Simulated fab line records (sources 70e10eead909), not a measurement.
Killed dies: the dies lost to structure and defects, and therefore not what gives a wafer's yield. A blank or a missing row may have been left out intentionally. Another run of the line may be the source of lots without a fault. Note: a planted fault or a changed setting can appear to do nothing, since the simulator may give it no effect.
Chamber matching || flow nand_harc || rie_diel-01 running NHARC_P_ZERO_WELL_DESCUM_54: 4 sister chambers
The step chemistry O2, time 3 s. 8 wafers are shown with their chamber, then 7 later ones without.

WAFERS, EACH WITH ITS CHAMBER
{"wafer": "L324.2", "chamber": 1, "oes_product_au (a.u.)": 1.018, "chamber_pressure_mTorr (mTorr)": 59.86}
{"wafer": "L325.5", "chamber": 2, "oes_product_au (a.u.)": 1.018, "chamber_pressure_mTorr (mTorr)": 59.94}
{"wafer": "L330.2", "chamber": 1, "oes_product_au (a.u.)": 1.018, "chamber_pressure_mTorr (mTorr)": 60.01}
{"wafer": "L330.3", "chamber": 2, "oes_product_au (a.u.)": 1.020, "chamber_pressure_mTorr (mTorr)": 60.07}
{"wafer": "L331.1", "chamber": 3, "oes_product_au (a.u.)": 1.013, "chamber_pressure_mTorr (mTorr)": 60.13}
{"wafer": "L331.6", "chamber": 0, "oes_product_au (a.u.)": 1.004, "chamber_pressure_mTorr (mTorr)": 60.00}
{"wafer": "L340.1", "chamber": 3, "oes_product_au (a.u.)": 1.005, "chamber_pressure_mTorr (mTorr)": 60.05}
{"wafer": "L340.3", "chamber": 0, "oes_product_au (a.u.)": 0.995, "chamber_pressure_mTorr (mTorr)": 59.99}

WAFERS WHOSE CHAMBER IS MISSING
{"wafer": "L340.4", "oes_product_au (a.u.)": 0.999, "chamber_pressure_mTorr (mTorr)": 60.01}
{"wafer": "L344.1", "oes_product_au (a.u.)": 1.005, "chamber_pressure_mTorr (mTorr)": 60.03}
{"wafer": "L344.2", "oes_product_au (a.u.)": 1.009, "chamber_pressure_mTorr (mTorr)": 60.04}
{"wafer": "L344.4", "oes_product_au (a.u.)": 1.033, "chamber_pressure_mTorr (mTorr)": 60.01}
{"wafer": "L345.1", "oes_product_au (a.u.)": 1.037, "chamber_pressure_mTorr (mTorr)": 60.11}
{"wafer": "L345.2", "oes_product_au (a.u.)": 1.010, "chamber_pressure_mTorr (mTorr)": 59.94}
{"wafer": "L345.4", "oes_product_au (a.u.)": 1.008, "chamber_pressure_mTorr (mTorr)": 59.99}

WHICH CHAMBER EACH ONE RAN IN
{"wafer": "L340.4", "from the rows above": 0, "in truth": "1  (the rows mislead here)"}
{"wafer": "L344.1", "from the rows above": "can't be placed: 3 or 0", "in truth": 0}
{"wafer": "L344.2", "from the rows above": "can't be placed: 3 or 0 or 2 or 1", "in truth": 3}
{"wafer": "L344.4", "from the rows above": "can't be placed: 2 or 1", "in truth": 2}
{"wafer": "L345.1", "from the rows above": "can't be placed: 2 or 1", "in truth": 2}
{"wafer": "L345.2", "from the rows above": "can't be placed: 1 or 3 or 2 or 0", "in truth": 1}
{"wafer": "L345.4", "from the rows above": "can't be placed: 3 or 0 or 1 or 2", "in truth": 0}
0 of 7 placed correctly. From these rows, 6 cannot be placed; in 6 the true chamber is one of the candidates. Number placed wrongly: 1.
How it was worked out, from the rows above alone: a wafer's distance from a chamber is the root of the sum, over the readings, of the square of ((its reading less the chamber's mean) divided by the reading's scatter). The wafer belongs to the nearest chamber; if the next one is less than 2 further off, it can't be placed. For every chamber, the mean is computed from those of its wafers that are shown. The scatter: the root of (the sum of the squares of (reading less its chamber's mean) over the shown wafers, divided by (wafers less chambers)).
